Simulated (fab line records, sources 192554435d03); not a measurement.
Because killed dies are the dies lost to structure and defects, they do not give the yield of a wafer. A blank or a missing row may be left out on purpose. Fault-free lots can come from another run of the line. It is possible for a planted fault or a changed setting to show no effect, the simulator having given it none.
Lot-split experiment    flow n5_finfet    route with 1938 steps; 7 lots, 21 wafers read

## SPLIT DETAILS
At N5_WELL_APT_COAT_02 (resist thk 950 nm), the setting spin_rpm was moved away from the recipe's 1357 rpm on 3 of the 21 wafers read, by -8.7% to -3.0%. All remaining wafers had this setting at the recipe value.

The reading is taken at the split's own step.

## THE READING
coat_of_WELL_APT_COAT_02.thk_nm (the simulator's own value, which no gauge read), in nm, at N5_WELL_APT_COAT_02 (resist thk 950 nm). There is no usual value for it anywhere in the file. The 18 wafers here that ran the recipe average 949.6 nm, standard deviation 2.2 nm.

wafer   tool, chamber at the split  spin_rpm as run, rpm  against the recipe  coat_of_WELL_APT_COAT_02.thk_nm, nm  against lot-mates on the recipe
L076.2  litho_track-03, 0           1357                  recipe              947.1                                -
L076.4  litho_track-03, 0           1239                  -8.7%               991.9                                +43.4
L076.5  litho_track-03, 0           1357                  recipe              949.8                                -
L082.1  litho_track-01, 0           1357                  recipe              951                                  -
L082.2  litho_track-01, 0           1357                  recipe              951.5                                -
L082.3  litho_track-01, 0           1357                  recipe              952.4                                -
L086.2  litho_track-01, 0           1305                  -3.8%               966.7                                +20.4
L086.5  litho_track-01, 0           1357                  recipe              946.6                                -
L086.6  litho_track-01, 0           1357                  recipe              946.1                                -
L087.2  litho_track-02, 0           1357                  recipe              951.9                                -
L087.3  litho_track-02, 0           1357                  recipe              951.4                                -
L087.6  litho_track-02, 0           1357                  recipe              951.1                                -
L088.4  litho_track-03, 0           1316                  -3.0%               967.2                                +15.2
L088.5  litho_track-03, 0           1357                  recipe              949.8                                -
L088.6  litho_track-03, 0           1357                  recipe              954.1                                -
L089.1  litho_track-01, 0           1357                  recipe              949.3                                -
L089.5  litho_track-01, 0           1357                  recipe              947.7                                -
L089.6  litho_track-01, 0           1357                  recipe              947.3                                -
L091.3  litho_track-02, 0           1357                  recipe              950.2                                -
L091.4  litho_track-02, 0           1357                  recipe              946.9                                -
L091.5  litho_track-02, 0           1357                  recipe              949                                  -

THE FIT
A straight line over all 21 wafers: coat_of_WELL_APT_COAT_02.thk_nm changes by -4.88 nm for each +1% of spin_rpm; r = -0.98; the points scatter about the line by 2.3 nm.
The same after taking each lot's own level away (the mean of its wafers on the recipe; 21 wafers): -5.04 nm for each +1%; r = -0.99; scatter 1.1 nm.
According to that fit, moving spin_rpm by its largest amount changes the reading by 44 nm.
Measured against the standard deviation above, the lots' own levels, which go from 946.35 to 951.95 nm, span 2.5 times it.
Consequently the slope shifts little with the lot-to-lot level, the two slopes agreeing.
Check: with one of the wafers moved furthest among these (-8.7%) left out of the fit, the line predicts +45.3 nm for it against its lot-mates. Against them it came out at +43.4 nm.

## FILE'S OWN FIT
coat_of_WELL_APT_COAT_02.thk_nm changes by -5.05 nm for each +1% of spin_rpm, r = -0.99.
